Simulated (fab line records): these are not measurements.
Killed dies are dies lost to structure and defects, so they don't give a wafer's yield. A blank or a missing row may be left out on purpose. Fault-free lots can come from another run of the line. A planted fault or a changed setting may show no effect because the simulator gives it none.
Which tool did it? | flow n5-finfet | 12 lots, 36 wafers sampled, at 2 steps of a route of 1938

WHAT THE GAUGES READ, wafer by wafer
N5_BEOL_M1_INSPECT_59: inspects for defects (darkfield).
lot  | measured     | on                | raw-defect-count
L074 | day 6 15:07  | defect-inspect-02 | 37 45 61
L077 | day 7 04:29  | defect-inspect-02 | 85 67 80
L079 | day 7 14:50  | defect-inspect-02 | 42 63 83
L081 | day 8 09:17  | defect-inspect-02 | 101 140 114
L083 | day 8 16:43  | defect-inspect-02 | 40 57 81
L085 | day 9 11:05  | defect-inspect-02 | 47 47 27
L087 | day 9 20:13  | defect-inspect-01 | 66 50 45
L089 | day 9 23:19  | defect-inspect-02 | 36 51 35
L090 | day 10 17:36 | defect-inspect-01 | 45 75 80
L093 | day 11 18:26 | defect-inspect-01 | 77 73 66
L094 | day 12 02:20 | defect-inspect-02 | 52 72 78
L097 | day 12 03:42 | defect-inspect-01 | 84 107 88

WHAT TOOL EACH LOT RAN ON (gives the tool, then ch and the chambers of the sampled wafers, and finally the start)
lot  | N5_BEOL_M1_SPUTTER_88
L074 | pvd-sputter-01, day 6 13:10
L077 | pvd-sputter-03, day 7 02:32
L079 | pvd-sputter-01, day 7 12:52
L081 | pvd-sputter-02, day 8 07:15
L083 | pvd-sputter-02, day 8 14:46
L085 | pvd-sputter-02, day 9 09:07
L087 | pvd-sputter-01, day 9 18:16
L089 | pvd-sputter-01, day 9 21:22
L090 | pvd-sputter-02, day 10 15:03
L093 | pvd-sputter-03, day 11 16:09
L094 | pvd-sputter-03, day 11 22:04
L097 | pvd-sputter-02, day 12 01:45
- N5_BEOL_M1_SPUTTER_88: material Cu, target thk 4.5 nm, time 8.29 s.

THE ANSWER, worked out from the rows above alone
Rule: what is usual is taken from the lots themselves. Put in order of their means at a reading, lots are off if they are a third of the lots or fewer, leave a main group of 4 or more, and stand apart from it by a gap of 3 or more times the standard deviation of the main group's means; of several such gaps the widest counts. Not used: any main group whose means are identical at the precision the tables above print for the reading. Also off: a lot with no number at a reading for which 4 or more lots have one. Where the step has rows for the other lots, those lots are counted as sound.
No lot is off on any of the readings shown, so nothing can be concluded from this.

WHAT WAS PUT IN BY THE SIMULATOR
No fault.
